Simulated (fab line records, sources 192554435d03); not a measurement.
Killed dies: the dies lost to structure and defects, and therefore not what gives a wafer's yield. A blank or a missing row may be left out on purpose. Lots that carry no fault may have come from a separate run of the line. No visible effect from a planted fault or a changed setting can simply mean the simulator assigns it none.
fab line records | flow n5-finfet
record lots=10 wafers=30 last-day=18
route steps=1938 shown MOL_CONTACT_COAG@546 BEOL_M4@1111 PASSIVATION@1936
lots with no fault: from the same line, run without faults
start-h: hours from the record's opening day to when the first of the lot's shown wafers began | wait-h: hours from the lot's prior step to this one | " repeats the value in the row above | L1.1+2: a single row standing in for several wafers | - no value, or no start was given | * or withheld: withheld | < > ~ a bound
route shown NAME@n: names a module that has steps shown in the file, with the first one's number in the route | usual: mean and standard deviation over wafers with no fault | same: alike in all rows | chamber/n: place in a boat | sites: each site's reading | _std_site: their standard deviation | _edge_site: outer sites' mean less inner sites' | radius-mm: for every site, how far away it sits from the centre of the wafer | mask NAME#n: copy n | behind: the last tool/chamber to shape the wafer | hold: reason for holding the lot/hours on hold/outcome of the hold | device: transistor that didn't switch, given as n, p or np | end of line: at the end of the route, the tests of the same wafers | where a step has no rows: the recipe by itself | killed: count of dies lost to structure and defects at first sort (not the wafer's yield) | map: shows each die of a wafer: x if killed, . if not, _ if none is there
set.NAME: the setting that was run; set.NAME@STEP: the one run at that earlier step | model.NAME: the simulator's own value behind a step, which no gauge read
the route's steps for a sample of lots (tables are steps, rows are wafers)
services: when a tool's chamber went out of use (start-h, in hours from the record's first day, below 0 if earlier), for how many hours, and the reason
## steps
# step N5_MOL_CONTACT_COAG_PRE_CLEAN_141
# recipe gas=H2/He time-s=60 temp-c=300
# usual heater-power-w=459/48
# same time-s=60
# columns lot.wafer tool chamber start-h wait-h heater-power-w
L653.2 pvd-sputter-01 - 93.73 0.4 490
L653.5 " - " " 481
L653.6 " - " " 452
L655.1 pvd-sputter-03 - 104.33 1.7 399
L655.2 " - " " 495
L655.5 " - " " 403
L661.1 pvd-sputter-02 - 138.35 1.0 421
L661.5 " - " " 464
L661.6 " - " " 419
L664.1 pvd-sputter-02 - 157.74 0.4 394
L664.3 " - " " 424
L664.6 " - " " 425
L665.3 pvd-sputter-02 - 164.97 1.1 407
L665.4 " - " " 428
L665.5 " - " " 471
L667.1 pvd-sputter-03 - 175.92 0.4 416
L667.3 " - " " 488
L667.6 " - " " 502
L670.1 pvd-sputter-02 - 197.21 1.9 476
L670.5 " - " " 466
L670.6 " - " " 398
L673.2 pvd-sputter-03 - 211.64 1.8 434
L673.4 " - " " 414
L673.6 " - " " 508
L674.1 pvd-sputter-01 - 212.73 0.4 577
L674.4 " - " " 461
L674.5 " - " " 453
L675.2 pvd-sputter-03 - 225.56 0.6 409
L675.4 " - " " 412
L675.6 " - " " 420
# step N5_MOL_CONTACT_COAG_PRE_CLEAN_142
# recipe gas=H2/He time-s=60 temp-c=300
# usual heater-power-w=465/46
# same time-s=60
# columns lot.wafer tool chamber start-h wait-h heater-power-w
L653.2 pvd-sputter-01 - 96.81 2.0 599
L653.5 " - " " 482
L653.6 " - " " 453
L655.1 pvd-sputter-03 - 107.87 2.6 429
L655.2 " - " " 423
L655.5 " - " " 500
L661.1 pvd-sputter-01 - 140.43 1.1 462
L661.5 " - " " 481
L661.6 " - " " 450
L664.1 pvd-sputter-03 - 159.99 1.3 507
L664.3 " - " " 435
L664.6 " - " " 433
L665.3 pvd-sputter-03 - 169.01 2.8 496
L665.4 " - " " 412
L665.5 " - " " 424
L667.1 pvd-sputter-02 - 178.70 1.6 430
L667.3 " - " " 390
L667.6 " - " " 408
L670.1 pvd-sputter-01 - 199.70 1.5 581
L670.5 " - " " 455
L670.6 " - " " 445
L673.2 pvd-sputter-02 - 213.60 0.8 401
L673.4 " - " " 477
L673.6 " - " " 462
L674.1 pvd-sputter-02 - 216.36 2.4 410
L674.4 " - " " 402
L674.5 " - " " 460
L675.2 pvd-sputter-01 - 228.78 2.1 448
L675.4 " - " " 464
L675.6 " - " " 478
# step N5_MOL_CONTACT_COAG_PECVD_31
# recipe material=SiO2 target-thk-a=460 temp-c=400 precursor=TEOS/O2 pressure-torr=6.5 rf-w=withheld teos-flow-sccm=withheld gas=O2 flow-sccm=2650 time-s=8.9
# same time-s=8.9
# columns lot.wafer tool chamber start-h wait-h
L653.2+5+6 pecvd-03 2,1,0 100.39 0.3
L655.1+2+5 pecvd-02 1,2,0 111.88 0.3
L661.1+5+6 pecvd-02 2,0,1 144.14 0.3
L664.1+3+6 pecvd-02 2,0,2 164.21 0.3
L665.3+4+5 pecvd-02 1,0,2 173.86 0.3
L667.1+3+6 pecvd-04 1,0,0 182.61 0.3
L670.1+5+6 pecvd-03 1,0,1 203.18 0.3
L673.2+4+6 pecvd-04 1,0,1 217.86 0.3
L674.1+4+5 pecvd-04 1,2,1 219.83 0.3
L675.2+4+6 pecvd-03 2,2,0 233.32 0.3
# step N5_MOL_CONTACT_COAG_INSPECT_57
# recipe mode=adi inspect-instrument=brightfield
# usual raw-defect-count=182/51
# columns lot.wafer tool chamber start-h wait-h raw-defect-count
L653.2 defect-inspect-02 - 100.81 0.0 194
L653.5 " - " " 171
L653.6 " - " " 133
L655.1 defect-inspect-01 - 112.43 0.1 195
L655.2 " - " " 236
L655.5 " - " " 157
L661.1 defect-inspect-01 - 144.69 0.1 1078
L661.5 " - " " 983
L661.6 " - " " 1066
L664.1 defect-inspect-01 - 164.76 0.1 976
L664.3 " - " " 910
L664.6 " - " " 1040
L665.3 defect-inspect-01 - 174.29 0.0 1092
L665.4 " - " " 1120
L665.5 " - " " 1106
L667.1 defect-inspect-01 - 183.03 0.1 157
L667.3 " - " " 266
L667.6 " - " " 149
L670.1 defect-inspect-02 - 203.75 0.1 236
L670.5 " - " " 194
L670.6 " - " " 208
L673.2 defect-inspect-01 - 218.29 0.0 146
L673.4 " - " " 117
L673.6 " - " " 129
L674.1 defect-inspect-01 - 220.26 0.1 139
L674.4 " - " " 155
L674.5 " - " " 130
L675.2 defect-inspect-02 - 233.87 0.0 229
L675.4 " - " " 167
L675.6 " - " " 113
# step N5_MOL_CONTACT_COAG_ETCHBACK_132
# recipe chemistry=CHF3 target=SiO2 target-depth-a=100 time-s=6.7 ion-energy-ev=200 pressure-mtorr=30 source-w=610 bias-w=170 Ar_flow_sccm=200 CHF3_flow_sccm=50
# usual chamber-pressure-mTorr=30.00/0.036 drypump-motor-current-A=6.0/0.49 oes-product-au=0.80/0.092 rf-vpp-V=526/8.6 showerhead-plenum-p-Torr=2.43/0.084 throttle-valve-pct=18.62/0.21
# same time-s=6.7
# columns lot.wafer tool chamber start-h wait-h chamber-pressure-mTorr drypump-motor-current-A oes-product-au rf-hours-counter-h rf-vpp-V showerhead-plenum-p-Torr throttle-valve-pct
L653.2 rie-diel-02 0 101.44 0.2 30.01 6.2 0.72 178 536 2.46 18.39
L653.5 " 0 " " 29.97 6.2 0.72 - 536 2.46 18.42
L653.6 " 3 " " 30.02 6.0 0.97 - 516 2.55 18.72
L655.1 rie-diel-02 3 112.83 0.2 30.00 6.0 0.97 11 516 2.54 18.74
L655.2 " 2 " " 30.03 5.6 0.84 61 531 2.40 18.57
L655.5 " 3 " " 29.99 6.0 0.96 - 516 2.54 18.75
L661.1 rie-diel-02 0 145.06 0.1 30.01 6.2 0.71 193 535 2.46 18.41
L661.5 " 3 " " 30.04 6.0 0.94 - 516 2.54 18.77
L661.6 " 2 " " 30.01 5.7 0.81 - 531 2.39 18.60
L664.1 rie-diel-01 2 165.11 0.1 30.01 4.9 0.71 187 517 2.27 18.70
L664.3 " 1 " " 29.99 6.1 0.84 87 534 2.51 18.70
L664.6 " 0 " " 30.06 6.8 0.74 - 533 2.39 18.85
L665.3 rie-diel-02 0 174.86 0.1 30.02 6.3 0.71 203 534 2.45 18.43
L665.4 " 2 " " 29.98 5.6 0.81 84 530 2.39 18.63
L665.5 " 3 " " 30.04 6.0 0.91 - 515 2.54 18.78
L667.1 rie-diel-02 3 183.43 0.1 30.01 6.0 0.90 35 517 2.53 18.78
L667.3 " 1 " " 30.00 6.5 0.90 23 532 2.52 18.31
L667.6 " 3 " " 30.01 6.0 0.90 - 516 2.53 18.79
L670.1 rie-diel-05 3 205.15 0.1 29.97 6.2 0.71 243 507 2.26 18.74
L670.5 " 3 " " 29.97 6.2 0.71 - 507 2.26 18.73
L670.6 " 1 " " 30.00 6.5 0.71 - 533 2.35 18.36
L673.2 rie-diel-01 0 218.66 0.1 30.03 6.8 0.72 182 535 2.38 18.89
L673.4 " 2 " " 30.03 4.9 0.70 207 519 2.27 18.74
L673.6 " 1 " " 29.96 6.1 0.81 - 533 2.50 18.73
L674.1 rie-diel-02 0 220.76 0.1 29.99 6.2 0.70 219 534 2.45 18.47
L674.4 " 2 " " 30.02 5.7 0.80 101 529 2.38 18.66
L674.5 " 1 " " 30.01 6.5 0.88 - 532 2.51 18.31
L675.2 rie-diel-01 1 234.32 0.2 30.00 6.1 0.81 113 533 2.50 18.75
L675.4 " 2 " " 29.95 4.9 0.70 212 519 2.26 18.74
L675.6 " 2 " " 29.99 4.9 0.69 - 517 2.26 18.76
# step N5_BEOL_M4_RC_MEAS_101
# usual DIBL_N=36.3/1.8 DIBL_P=36.5/2.1 IOFF_N=0.16/0.031 IOFF_P=0.22/0.038 ION_N=677/12 ION_P=466/7.8 SS_N=71.5/0.61 SS_P=73.2/0.7 VT_N=249/3 VT_P=-248.9/3
# columns lot.wafer tool chamber start-h wait-h DIBL_N[mV/V] DIBL_P[mV/V] IOFF_N[nA/um] IOFF_P[nA/um] ION_N[uA/um] ION_P[uA/um] SS_N[mV/dec] SS_P[mV/dec] VT_N[mV] VT_P[mV]
L653.2 prober-02 0 187.03 1.1 34.6 35.1 0.14 0.22 676 472 71.2 73.5 251 -245.7
L653.5 " 0 " " 36.4 37.0 0.17 0.24 682 474 70.5 73.3 246 -246.0
L653.6 " 0 " " 34.8 34.2 0.13 0.21 662 464 71.4 72.3 252 -249.5
L655.1 prober-02 0 200.24 0.0 38.2 38.6 0.20 0.24 693 464 72.0 73.6 247 -246.9
L655.2 " 0 " " 36.2 36.3 0.17 0.20 688 462 71.4 72.0 250 -250.2
L655.5 " 0 " " 39.2 38.9 0.22 0.27 691 466 72.4 73.8 244 -246.2
L661.1 prober-02 0 226.11 0.0 36.3 36.3 0.14 0.18 665 455 71.3 73.1 252 -255.5
L661.5 " 0 " " 34.8 34.0 0.12 0.15 664 455 71.0 72.9 256 -258.4
L661.6 " 0 " " 38.2 39.1 0.18 0.22 693 465 70.9 74.1 249 -252.0
L664.1 prober-02 0 248.72 0.0 35.6 34.6 0.15 0.21 664 460 70.8 72.6 251 -247.7
L664.3 " 0 " " 35.2 34.5 0.15 0.21 675 466 70.6 73.3 250 -248.2
L664.6 " 0 " " 36.9 36.5 0.18 0.25 675 463 71.5 73.8 248 -245.0
L665.3 prober-01 0 249.30 0.3 37.9 38.5 0.17 0.26 681 468 71.8 73.0 249 -246.4
L665.4 " 0 " " 34.4 33.2 0.11 0.18 655 456 70.1 71.7 257 -253.3
L665.5 " 0 " " 35.5 34.8 0.13 0.20 670 465 70.9 72.9 253 -249.0
L667.1 prober-02 0 267.05 0.0 36.2 36.2 0.15 0.23 666 464 71.3 73.1 252 -248.3
L667.3 " 0 " " 35.5 36.1 0.15 0.22 679 474 71.7 73.5 247 -250.4
L667.6 " 0 " " 39.4 40.5 0.21 0.32 687 479 71.9 73.8 244 -243.2
L670.1 prober-01 0 281.64 0.0 35.2 34.0 0.14 0.20 668 466 71.4 72.5 251 -248.6
L670.5 " 0 " " 35.4 34.4 0.14 0.20 670 470 70.9 72.0 250 -248.9
L670.6 " 0 " " 36.0 35.0 0.16 0.22 685 478 71.8 72.4 248 -248.1
L673.2 prober-02 0 300.58 0.2 33.1 33.0 0.12 0.19 661 466 70.7 71.9 255 -247.7
L673.4 " 0 " " 34.5 34.4 0.14 0.21 685 470 70.8 73.4 251 -247.6
L673.6 " 0 " " 35.5 35.7 0.16 0.23 669 469 70.9 72.7 248 -248.0
L674.1 prober-02 0 307.68 0.0 32.2 32.2 0.10 0.15 641 449 70.8 72.1 256 -254.0
L674.4 " 0 " " 32.5 32.5 0.11 0.15 671 462 70.4 72.4 255 -252.8
L674.5 " 0 " " 33.8 33.8 0.12 0.17 650 453 70.7 72.5 253 -252.0
L675.2 prober-01 0 316.46 0.2 36.1 36.8 0.17 0.23 682 469 71.8 73.2 248 -249.1
L675.4 " 0 " " 36.2 36.5 0.16 0.23 682 475 71.7 72.9 248 -246.7
L675.6 " 0 " " 36.2 37.3 0.16 0.25 683 467 71.4 73.1 249 -244.5
# step N5_PASSIVATION_PROBE_49
# usual defect-limited-yield=91.2/1.5 killed_at_M0_to_M3=33/9.6 killed_at_M4_up=14/5.6 killed-at-contacts=14/5.5 killed-at-front-end=40/13 killed-at-other=4/3 killed-dies=104/17 killed-on-rim=14/4.3 killed-open=68/13 killed-short=33/7.2 sort_bin_5_function=5.2/0.95 sort_bin_6_memory=3.3/0.62 sort_bin_8_speed=0.00/0.012 sort-n-pass=1076/17 sort-yield-pct=91.2/1.5
# same gross-dies=1180 killed-at-back-side=0 sort_bin_4_leakage[%]=0
# columns lot.wafer tool chamber start-h wait-h defect-limited-yield[%] killed_at_M0_to_M3 killed_at_M4_up killed-at-contacts killed-at-front-end killed-at-other killed-dies killed-on-rim killed-open killed-short sort_bin_5_function[%] sort_bin_6_memory[%] sort_bin_8_speed[%] sort-n-pass sort-yield-pct[%]
L661.1 prober-02 - 331.90 0.0 86.5 39 17 71 32 0 159 30 64 28 8.5 3.3 0 1021 86.5
L661.5 prober-02 - 332.10 0.2 81.4 19 7 155 36 2 219 19 42 31 10.8 4.2 0 961 81.4
L661.6 prober-02 - 332.15 0.3 81.8 51 20 109 33 2 215 25 68 43 11.7 3.9 0 965 81.8
L665.3 prober-02 - 346.95 0.1 82.1 18 6 116 67 4 211 31 64 38 12.0 3.6 0 969 82.1
L665.4 prober-02 - 347.00 0.2 82.3 16 6 145 40 2 209 20 52 23 9.8 3.8 0 971 82.3
L665.5 prober-02 - 347.05 0.2 86.9 23 12 82 36 1 154 31 58 26 8.1 3.1 0 1026 86.9
L664.1 prober-01 - 360.24 0.0 87.2 27 9 84 28 3 151 30 52 28 7.2 3.7 0 1029 87.2
L664.3 prober-01 - 360.34 0.1 80.8 38 13 143 25 8 227 25 67 27 12.5 4.3 0 953 80.8
L664.6 prober-01 - 360.49 0.3 87.1 22 14 89 23 4 152 36 61 20 7.5 3.0 0 1028 87.1
L673.2 prober-02 - 409.54 0.1 90.8 43 3 15 46 2 109 11 75 29 4.5 4.0 0 1071 90.8
L673.4 prober-02 - 409.64 0.2 87.6 53 16 15 62 0 146 20 103 41 7.1 4.8 0 1034 87.6
L673.6 prober-02 - 409.74 0.3 91.6 30 12 14 41 2 99 9 63 33 4.6 3.7 0 1081 91.6
# killed by level:class
L661.1 MOL_CONTACT_COAG:unspecified=65 BEOL_M2:geometric-particle:open=11 STI_FIN_REVEAL:geometric-particle:open=8 BEOL_M4:geometric-particle:open=8 FIN_SAQP:geometric-particle:short=7 BEOL_M1:geometric-particle:open=7 ILD0:geometric-particle:short=5 MOL_CONTACT_COAG:geometric-particle:open=5
L661.5 MOL_CONTACT_COAG:unspecified=142 FIN_SAQP:geometric-particle:short=13 MOL_CONTACT_COAG:geometric-particle:open=12 BEOL_M0:geometric-particle:open=5 BEOL_M2:geometric-particle:short=4 STI_FIN_REVEAL:geometric-particle:open=4 ILD0:geometric-particle:short=4 FIN_SAQP:geometric-particle:open=3
L661.6 MOL_CONTACT_COAG:unspecified=101 BEOL_M2:geometric-particle:open=14 BEOL_M0_SAQP:geometric-particle:short=13 BEOL_M0_SAQP:geometric-particle:open=10 FIN_SAQP:geometric-particle:short=9 BEOL_M4:geometric-particle:open=7 BEOL_M3:geometric-particle:open=6 ILD0:geometric-particle:short=5
L665.3 MOL_CONTACT_COAG:unspecified=109 STI_FIN_REVEAL:geometric-particle:open=18 FIN_SAQP:geometric-particle:short=15 GATE_CUT:geometric-particle:short=7 MOL_CONTACT_COAG:geometric-particle:open=7 SPACER0:geometric-particle:open=6 STI_FIN_REVEAL:geometric-particle:short=4 BEOL_M0:geometric-particle:open=4
L665.4 MOL_CONTACT_COAG:unspecified=132 MOL_CONTACT_COAG:geometric-particle:open=10 GATE_CUT:geometric-particle:open=8 STI_FIN_REVEAL:geometric-particle:open=6 FIN_SAQP:geometric-particle:open=5 BEOL_M0_SAQP:geometric-particle:open=5 STI_FIN_REVEAL:geometric-particle:short=4 GATE_CUT:geometric-particle:short=4
L665.5 MOL_CONTACT_COAG:unspecified=68 MOL_CONTACT_COAG:geometric-particle:open=9 DUMMY_GATE:geometric-particle:open=7 GATE_CUT:geometric-particle:open=6 MOL_CONTACT_COAG:geometric-particle:short=5 BEOL_M1:geometric-particle:open=5 FIN_SAQP:geometric-particle:open=4 FIN_SAQP:geometric-particle:short=4
L664.1 MOL_CONTACT_COAG:unspecified=71 MOL_CONTACT_COAG:geometric-particle:open=10 BEOL_M1:geometric-particle:open=10 FIN_SAQP:geometric-particle:open=6 STI_FIN_REVEAL:geometric-particle:open=5 BEOL_M2:geometric-particle:open=5 BEOL_M3:geometric-particle:open=5 FIN_SAQP:geometric-particle:short=4
L664.3 MOL_CONTACT_COAG:unspecified=131 MOL_CONTACT_COAG:geometric-particle:open=11 BEOL_M2:geometric-particle:open=11 BEOL_M1:geometric-particle:open=9 BEOL_M1:geometric-particle:short=6 FIN_SAQP:geometric-particle:open=4 DUMMY_GATE:geometric-particle:open=4 BEOL_M3:geometric-particle:open=4
L664.6 MOL_CONTACT_COAG:unspecified=69 MOL_CONTACT_COAG:geometric-particle:open=16 BEOL_M4:geometric-particle:open=7 FIN_SAQP:geometric-particle:open=6 BEOL_M1:geometric-particle:open=6 DUMMY_GATE:geometric-particle:open=4 BEOL_M3:geometric-particle:open=4 MOL_CONTACT_COAG:geometric-particle:short=4
L673.2 STI_FIN_REVEAL:geometric-particle:open=19 MOL_CONTACT_COAG:geometric-particle:open=14 BEOL_M3:geometric-particle:open=9 BEOL_M0_SAQP:geometric-particle:open=8 BEOL_M2:geometric-particle:open=6 BEOL_M0_SAQP:geometric-particle:short=6 FIN_SAQP:geometric-particle:open=5 BEOL_M3:geometric-particle:short=5
L673.4 STI_FIN_REVEAL:geometric-particle:open=34 MOL_CONTACT_COAG:geometric-particle:open=13 BEOL_M2:geometric-particle:open=12 BEOL_M3:geometric-particle:open=11 BEOL_M0_SAQP:geometric-particle:short=10 FIN_SAQP:geometric-particle:open=8 BEOL_M0_SAQP:geometric-particle:open=8 STI_FIN_REVEAL:geometric-particle:short=7
L673.6 MOL_CONTACT_COAG:geometric-particle:open=11 STI_FIN_REVEAL:geometric-particle:open=9 BEOL_M3:geometric-particle:open=8 FIN_SAQP:geometric-particle:open=7 STI_FIN_REVEAL:geometric-particle:short=6 BEOL_M2:geometric-particle:open=6 BEOL_M4:geometric-particle:open=6 FIN_SAQP:geometric-particle:short=5
## services
# columns tool chamber start-h hours kind
pvd-sputter-03 - 72.47 2.8 repair
pecvd-03 - 77.16 0.7 repair
rie-diel-02 3 78.32 - clean
rie-diel-02 3 78.32 - consumable-replace:focus-ring
rie-diel-02 3 78.32 - consumable-replace:showerhead
rie-diel-02 3 78.32 12.3 scheduled-down
rie-diel-02 3 78.32 12.3 vent-cycle
pecvd-04 1 79.65 2.1 scheduled-down
rie-diel-02 1 90.78 3.3 repair
rie-diel-02 1 94.14 - clean
rie-diel-02 1 94.14 - consumable-replace:focus-ring
rie-diel-02 1 94.14 - consumable-replace:showerhead
rie-diel-02 1 94.14 24.2 scheduled-down
rie-diel-02 1 94.14 24.2 vent-cycle
pecvd-04 0 105.45 5.5 repair
pecvd-02 0 105.46 - calibration
rie-diel-05 2 107.24 8.5 repair
pvd-sputter-02 - 146.19 7.4 repair
pecvd-02 0 156.38 6.4 repair
rie-diel-01 3 165.61 6.2 repair
pecvd-03 - 186.52 0.8 repair
rie-diel-01 1 200.33 1.6 repair
pecvd-03 2 202.38 - clean
pecvd-04 - 227.99 28.1 pm
## key
first-sign step=N5_MOL_CONTACT_COAG_INSPECT_57 reading=raw-defect-count direction=up sigmas=17 usual=182 struck=1041
effect step=N5_PASSIVATION_PROBE_49 reading=killed-at-contacts direction=up sigmas=18 usual=14 struck=110
more-kills-born-at N5_MOL_CONTACT_COAG_PECVD_31@pecvd-02=888
met-at N5_MOL_CONTACT_COAG_PECVD_31
struck-lots L661,L664,L665
not-acting-at N5_MOL_CONTACT_COAG_PRE_CLEAN_141,N5_MOL_CONTACT_COAG_PRE_CLEAN_142,N5_MOL_CONTACT_COAG_ETCHBACK_132
onset-between 111.88 144.14
fault kind=chamber-particle-source tool=pecvd-02 chamber=- onset-h=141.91 steps=N5_MOL_CONTACT_COAG_PECVD_31 rate-per-visit-cm2=1.3031 end-h=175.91
